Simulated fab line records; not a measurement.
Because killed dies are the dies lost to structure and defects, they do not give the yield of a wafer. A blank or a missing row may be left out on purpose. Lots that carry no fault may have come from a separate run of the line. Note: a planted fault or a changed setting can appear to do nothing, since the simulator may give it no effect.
fab line records ; flow nand_harc
record lots=14; wafers=42; last_day=31
route steps=1302 shown P_M0@264 P_M1@293
lots that met no fault: from a run of the same line without faults
start_h: hours from the record's first day to the start of the lot's first wafer shown ; wait_h: hours from the lot's prior step to this one ; " as in the row above ; L1.1+2: a single row standing in for several wafers ; - no value, or no start given ; * or withheld: withheld ; < > ~ a bound
route shown NAME@n: a module of which the file shows steps, and the number in the route of the first ; usual: mean/standard deviation of fault-free wafers ; same: alike in all rows ; chamber/n: place in a boat ; sites: the reading at each site ; _std_site: standard deviation across them ; _edge_site: inner sites' mean taken away from outer sites' mean ; radius_mm: for every site, how far away it sits from the centre of the wafer ; mask NAME#n: copy n ; behind: the last tool/chamber to shape the wafer ; hold: reason for holding the lot/hours on hold/outcome of the hold ; device: whichever transistor did not switch (one of n, p or np) ; end of line: the tests these same wafers got at the end of their route ; for a step that has no rows: nothing shown but its recipe ; killed: dies that structure and defects cost at the first sort, which is not the same as the wafer's yield ; map: per-die view of a wafer (x killed, . not killed, _ where there is no die)
set.NAME: the setting the step ran with; set.NAME@STEP: the setting that earlier step ran with ; model.NAME: the simulator's own value behind a step, which no gauge read
steps of the route over a sample of lots; a table a step, a row a wafer
services: a tool's chamber out of use, with start hour (start_h, from the record's first day; less than 0 if before it), hours out, and reason
## steps
# step NHARC_P_M0_OVL_MEAS_10
# recipe pitch_nm=180
# usual overlay_x_nm=-0.1/0.82; overlay_y_nm=-0.2/0.78
lot.wafer;tool;chamber;start_h;wait_h;overlay_x_nm;overlay_y_nm
L649.2;overlay-01;-;125.54;-;-0.9;-0.4
L649.3;overlay-01;-;125.54;-;0.2;-0.6
L649.6;overlay-01;-;125.54;-;-1.0;-0.4
L651.1;overlay-02;-;146.26;-;1.0;0.4
L651.3;overlay-02;-;146.26;-;-0.1;0.8
L651.5;overlay-02;-;146.26;-;0.7;0.3
L652.2;overlay-02;-;147.72;-;0.3;-1.2
L652.5;overlay-02;-;147.72;-;0.8;-1.5
L652.6;overlay-02;-;147.72;-;0.4;-1.2
L653.2;overlay-01;-;157.57;-;0.2;-0.2
L653.5;overlay-01;-;157.57;-;0.6;0.2
L653.6;overlay-01;-;157.57;-;0.4;0.5
L654.1;overlay-01;-;173.77;-;1.3;-0.1
L654.5;overlay-01;-;173.77;-;1.9;-0.6
L654.6;overlay-01;-;173.77;-;1.3;-0.4
L655.1;overlay-01;-;180.82;-;0.7;1.2
L655.2;overlay-01;-;180.82;-;0.2;0.9
L655.6;overlay-01;-;180.82;-;0.2;1.0
L656.2;overlay-02;-;187.06;-;-0.3;-1.4
L656.3;overlay-02;-;187.06;-;-0.4;-1.7
L656.5;overlay-02;-;187.06;-;-0.9;-0.9
L658.1;overlay-01;-;205.74;-;0.6;-0.3
L658.3;overlay-01;-;205.74;-;0.8;0.2
L658.6;overlay-01;-;205.74;-;0.4;0.1
L659.3;overlay-02;-;217.84;-;-0.2;-0.2
L659.5;overlay-02;-;217.84;-;0.4;0.1
L659.6;overlay-02;-;217.84;-;0.4;-0.7
L661.1;overlay-02;-;239.92;-;-1.4;-0.5
L661.2;overlay-02;-;239.92;-;-1.6;-0.3
L661.6;overlay-02;-;239.92;-;-2.0;-0.3
L664.1;overlay-02;-;267.80;-;0.2;-0.8
L664.3;overlay-02;-;267.80;-;0.0;-0.9
L664.5;overlay-02;-;267.80;-;0.5;-1.4
L663.1;overlay-02;-;268.62;-;0.4;0.2
L663.2;overlay-02;-;268.62;-;0.4;-0.1
L663.3;overlay-02;-;268.62;-;0.8;0.0
L665.3;overlay-02;-;278.08;-;-1.2;0.3
L665.4;overlay-02;-;278.08;-;-0.3;-0.2
L665.6;overlay-02;-;278.08;-;-0.7;-0.1
L667.1;overlay-01;-;301.94;-;0.5;-0.4
L667.5;overlay-01;-;301.94;-;-0.1;-1.2
L667.6;overlay-01;-;301.94;-;-0.3;-0.6
# step NHARC_P_M0_CD_MEAS_16
# usual cd_nm=89.8/0.88
lot.wafer;tool;chamber;start_h;wait_h;cd_nm
L649.2;cd_sem-01;-;125.93;-;90.7
L649.3;cd_sem-01;-;125.93;-;90.4
L649.6;cd_sem-01;-;125.93;-;90.3
L651.1;cd_sem-01;-;146.66;-;90.3
L651.3;cd_sem-01;-;146.66;-;91.6
L651.5;cd_sem-01;-;146.66;-;90.1
L652.2;cd_sem-01;-;148.16;-;91.8
L652.5;cd_sem-01;-;148.16;-;90.0
L652.6;cd_sem-01;-;148.16;-;90.7
L653.2;cd_sem-03;-;157.97;-;89.2
L653.5;cd_sem-03;-;157.97;-;89.8
L653.6;cd_sem-03;-;157.97;-;87.9
L654.1;cd_sem-03;-;174.17;-;90.3
L654.5;cd_sem-03;-;174.17;-;89.8
L654.6;cd_sem-03;-;174.17;-;89.3
L655.1;cd_sem-03;-;181.43;-;89.7
L655.2;cd_sem-03;-;181.43;-;89.2
L655.6;cd_sem-03;-;181.43;-;89.1
L656.2;cd_sem-01;-;188.02;-;88.4
L656.3;cd_sem-01;-;188.02;-;89.3
L656.5;cd_sem-01;-;188.02;-;89.1
L658.1;cd_sem-02;-;206.14;-;90.3
L658.3;cd_sem-02;-;206.14;-;89.3
L658.6;cd_sem-02;-;206.14;-;90.5
L659.3;cd_sem-03;-;218.24;-;89.1
L659.5;cd_sem-03;-;218.24;-;89.6
L659.6;cd_sem-03;-;218.24;-;89.8
L661.1;cd_sem-03;-;240.32;-;90.9
L661.2;cd_sem-03;-;240.32;-;90.0
L661.6;cd_sem-03;-;240.32;-;90.8
L664.1;cd_sem-02;-;268.30;-;90.2
L664.3;cd_sem-02;-;268.30;-;89.7
L664.5;cd_sem-02;-;268.30;-;91.7
L663.1;cd_sem-02;-;269.20;-;87.4
L663.2;cd_sem-02;-;269.20;-;88.1
L663.3;cd_sem-02;-;269.20;-;88.8
L665.3;cd_sem-01;-;278.48;-;90.8
L665.4;cd_sem-01;-;278.48;-;91.3
L665.6;cd_sem-01;-;278.48;-;91.1
L667.1;cd_sem-01;-;302.34;-;89.9
L667.5;cd_sem-01;-;302.34;-;90.2
L667.6;cd_sem-01;-;302.34;-;89.5
# step NHARC_P_M0_PVD_21
# recipe target_thk_a=300; chamber_pressure_pa=5; power_w=5000; substrate_temp_c=30; time_s=20.49; material=Cu
# usual throttle_valve_pct=30.3/1.2
lot.wafer;tool;chamber;start_h;wait_h;throttle_valve_pct
L649.2;pvd_sputter-01;-;-;-;28.4
L649.3;pvd_sputter-01;-;-;-;29.0
L649.6;pvd_sputter-01;-;-;-;29.1
L651.3;pvd_sputter-03;-;-;-;27.4
L651.1;pvd_sputter-03;-;-;-;31.1
L651.5;pvd_sputter-03;-;-;-;31.3
L652.2;pvd_sputter-02;-;-;-;32.2
L652.5;pvd_sputter-02;-;-;-;30.6
L652.6;pvd_sputter-02;-;-;-;31.9
L653.2;pvd_sputter-03;-;-;-;31.1
L653.5;pvd_sputter-03;-;-;-;31.3
L653.6;pvd_sputter-03;-;-;-;27.9
L654.1;pvd_sputter-01;-;-;-;29.0
L654.6;pvd_sputter-01;-;-;-;29.1
L654.5;pvd_sputter-01;-;-;-;29.3
L655.2;pvd_sputter-02;-;-;-;31.1
L655.1;pvd_sputter-02;-;-;-;31.3
L655.6;pvd_sputter-02;-;-;-;31.3
L656.2;pvd_sputter-01;-;-;-;28.4
L656.3;pvd_sputter-01;-;-;-;29.2
L656.5;pvd_sputter-01;-;-;-;28.6
L658.3;pvd_sputter-02;-;-;-;32.0
L658.1;pvd_sputter-02;-;-;-;30.6
L658.6;pvd_sputter-02;-;-;-;31.1
L659.3;pvd_sputter-03;-;-;-;31.2
L659.5;pvd_sputter-03;-;-;-;31.4
L659.6;pvd_sputter-03;-;-;-;30.3
L661.2;pvd_sputter-02;-;-;-;31.3
L661.1;pvd_sputter-02;-;-;-;31.1
L661.6;pvd_sputter-02;-;-;-;30.6
L664.3;pvd_sputter-03;-;-;-;29.7
L664.1;pvd_sputter-03;-;-;-;28.2
L664.5;pvd_sputter-03;-;-;-;29.7
L663.2;pvd_sputter-01;-;-;-;28.5
L663.1;pvd_sputter-01;-;-;-;29.0
L663.3;pvd_sputter-01;-;-;-;30.1
L665.3;pvd_sputter-02;-;-;-;31.3
L665.4;pvd_sputter-02;-;-;-;30.2
L665.6;pvd_sputter-02;-;-;-;32.1
L667.1;pvd_sputter-01;-;303.22;-;30.5
L667.6;pvd_sputter-01;-;303.22;-;30.2
L667.5;pvd_sputter-01;-;303.22;-;28.6
# step NHARC_P_M1_PEB_07
# recipe peb_temp_c=100; peb_time_s=65
# usual heater_power_total_W=156.6/0.4; plate_temp_C=100.03/0.12
lot.wafer;tool;chamber;start_h;wait_h;heater_power_total_W;plate_temp_C
L649.2;litho_track-06;0;129.41;0.1;156.3;100.14
L649.3;litho_track-06;0;129.41;0.1;156.3;100.01
L649.6;litho_track-06;0;129.41;0.1;157.0;99.98
L651.1;litho_track-01;0;150.04;0.1;156.9;100.18
L651.3;litho_track-01;0;150.04;0.1;156.9;100.36
L651.5;litho_track-01;0;150.04;0.1;157.1;100.14
L652.2;litho_track-04;0;151.69;0.1;157.2;100.18
L652.5;litho_track-04;0;151.69;0.1;156.0;100.02
L652.6;litho_track-04;0;151.69;0.1;156.9;99.89
L653.2;litho_track-06;0;161.47;0.1;156.2;100.14
L653.5;litho_track-06;0;161.47;0.1;156.1;100.12
L653.6;litho_track-06;0;161.47;0.1;156.7;100.06
L654.1;litho_track-06;0;177.54;0.1;156.9;99.76
L654.5;litho_track-06;0;177.54;0.1;156.2;99.94
L654.6;litho_track-06;0;177.54;0.1;156.7;99.95
L655.1;litho_track-01;0;184.96;0.1;156.7;100.05
L655.2;litho_track-01;0;184.96;0.1;156.2;99.64
L655.6;litho_track-01;0;184.96;0.1;156.6;99.88
L656.2;litho_track-01;0;191.55;0.1;157.0;100.03
L656.3;litho_track-01;0;191.55;0.1;156.8;100.14
L656.5;litho_track-01;0;191.55;0.1;156.9;100.11
L658.1;litho_track-01;0;209.70;0.1;156.7;100.00
L658.3;litho_track-01;0;209.70;0.1;157.0;100.10
L658.6;litho_track-01;0;209.70;0.1;156.5;100.01
L659.3;litho_track-01;0;221.74;0.0;156.1;100.07
L659.5;litho_track-01;0;221.74;0.0;157.2;100.05
L659.6;litho_track-01;0;221.74;0.0;156.2;100.16
L661.1;litho_track-01;0;243.82;0.1;156.9;99.94
L661.2;litho_track-01;0;243.82;0.1;156.5;100.10
L661.6;litho_track-01;0;243.82;0.1;156.3;100.16
L664.1;litho_track-01;0;271.81;0.1;187.2;114.06
L664.3;litho_track-01;0;271.81;0.1;187.4;114.16
L664.5;litho_track-01;0;271.81;0.1;186.9;114.09
L663.1;litho_track-06;0;272.56;0.1;156.1;99.75
L663.2;litho_track-06;0;272.56;0.1;156.4;99.92
L663.3;litho_track-06;0;272.56;0.1;156.9;99.90
L665.3;litho_track-01;0;282.00;0.0;187.2;114.05
L665.4;litho_track-01;0;282.00;0.0;186.9;114.02
L665.6;litho_track-01;0;282.00;0.0;187.3;114.00
L667.1;litho_track-04;0;305.84;0.1;155.9;100.09
L667.5;litho_track-04;0;305.84;0.1;156.3;99.82
L667.6;litho_track-04;0;305.84;0.1;156.5;100.02
# step NHARC_P_M1_CD_MEAS_09
# recipe target_cd_nm=130; landing_energy_ev=500
# usual cd_nm=130.0/0.68
lot.wafer;tool;chamber;start_h;wait_h;cd_nm
L649.2;cd_sem-03;0;129.49;-;129.9
L649.3;cd_sem-03;0;129.49;-;129.5
L649.6;cd_sem-03;0;129.49;-;129.4
L651.1;cd_sem-02;0;150.11;-;130.3
L651.3;cd_sem-02;0;150.11;-;129.8
L651.5;cd_sem-02;0;150.11;-;130.1
L652.2;cd_sem-03;0;151.78;-;130.2
L652.5;cd_sem-03;0;151.78;-;130.5
L652.6;cd_sem-03;0;151.78;-;129.5
L653.2;cd_sem-03;0;161.55;-;128.9
L653.5;cd_sem-03;0;161.55;-;129.8
L653.6;cd_sem-03;0;161.55;-;130.2
L654.1;cd_sem-03;0;177.62;-;129.1
L654.5;cd_sem-03;0;177.62;-;129.1
L654.6;cd_sem-03;0;177.62;-;129.2
L655.1;cd_sem-01;0;185.03;-;130.8
L655.2;cd_sem-01;0;185.03;-;131.1
L655.6;cd_sem-01;0;185.03;-;131.2
L656.2;cd_sem-01;0;191.63;-;129.9
L656.3;cd_sem-01;0;191.63;-;130.4
L656.5;cd_sem-01;0;191.63;-;130.5
L658.1;cd_sem-01;0;209.78;-;129.6
L658.3;cd_sem-01;0;209.78;-;129.5
L658.6;cd_sem-01;0;209.78;-;130.3
L659.3;cd_sem-03;0;221.82;-;131.2
L659.5;cd_sem-03;0;221.82;-;130.8
L659.6;cd_sem-03;0;221.82;-;130.1
L661.1;cd_sem-01;0;243.90;-;130.5
L661.2;cd_sem-01;0;243.90;-;131.2
L661.6;cd_sem-01;0;243.90;-;131.3
L664.1;cd_sem-03;0;271.89;-;167.2
L664.3;cd_sem-03;0;271.89;-;167.1
L664.5;cd_sem-03;0;271.89;-;166.6
L663.1;cd_sem-01;0;272.63;-;129.8
L663.2;cd_sem-01;0;272.63;-;129.3
L663.3;cd_sem-01;0;272.63;-;130.4
L665.3;cd_sem-02;0;282.08;-;165.5
L665.4;cd_sem-02;0;282.08;-;166.3
L665.6;cd_sem-02;0;282.08;-;166.1
L667.1;cd_sem-02;0;305.92;-;129.8
L667.5;cd_sem-02;0;305.92;-;129.2
L667.6;cd_sem-02;0;305.92;-;128.6
## services
tool;chamber;start_h;hours;kind
pvd_sputter-02;-;105.95;2.0;repair
pvd_sputter-02;-;125.17;10.0;pm
litho_track-06;-;150.57;-;consumable_replace:filter
litho_track-01;-;155.00;7.0;pm
pvd_sputter-01;-;158.23;3.5;repair
pvd_sputter-03;-;170.04;10.0;pm
litho_track-06;-;179.00;7.0;pm
pvd_sputter-02;-;183.34;5.3;repair
litho_track-04;-;203.00;7.0;pm
pvd_sputter-01;-;226.00;10.0;pm
pvd_sputter-01;-;277.62;1.1;repair
pvd_sputter-02;-;303.17;10.0;pm
## key
first_sign step=NHARC_P_M1_PEB_07; reading=plate_temp_C; direction=up; sigmas=99+; usual=*; struck=*
effect step=NHARC_P_M1_PEB_07; reading=heater_power_total_W; direction=up; sigmas=77; usual=*; struck=*
effect step=NHARC_P_M1_CD_MEAS_09; reading=cd_nm; direction=up; sigmas=54; usual=130.0; struck=166.5
met_at NHARC_P_M1_PEB_07
struck_lots L664,L665
later_rows_left_out L664.1,L664.3,L664.5,L665.3,L665.4,L665.6
sort_left_out L664.1,L664.3,L664.5,L665.3,L665.4,L665.6
not_acting_at NHARC_P_M0_OVL_MEAS_10,NHARC_P_M0_CD_MEAS_16,NHARC_P_M0_PVD_21
onset_between 243.82 271.81
fault kind=process_parameter_drift; tool=litho_track-01; chamber=-; onset_h=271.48; steps=NHARC_P_M1_PEB_07; channel=peb_temp_c; offset=*; shape=step; end_h=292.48; acts_in=*; stated=*
# sort_left_out: the simulated sort isn't trusted on such a fault, so these wafers' sort isn't shown, and their yield isn't known
# later_rows_left_out: the simulator's readings of these wafers behind a module that went badly wrong aren't trusted and aren't shown, but for the sort
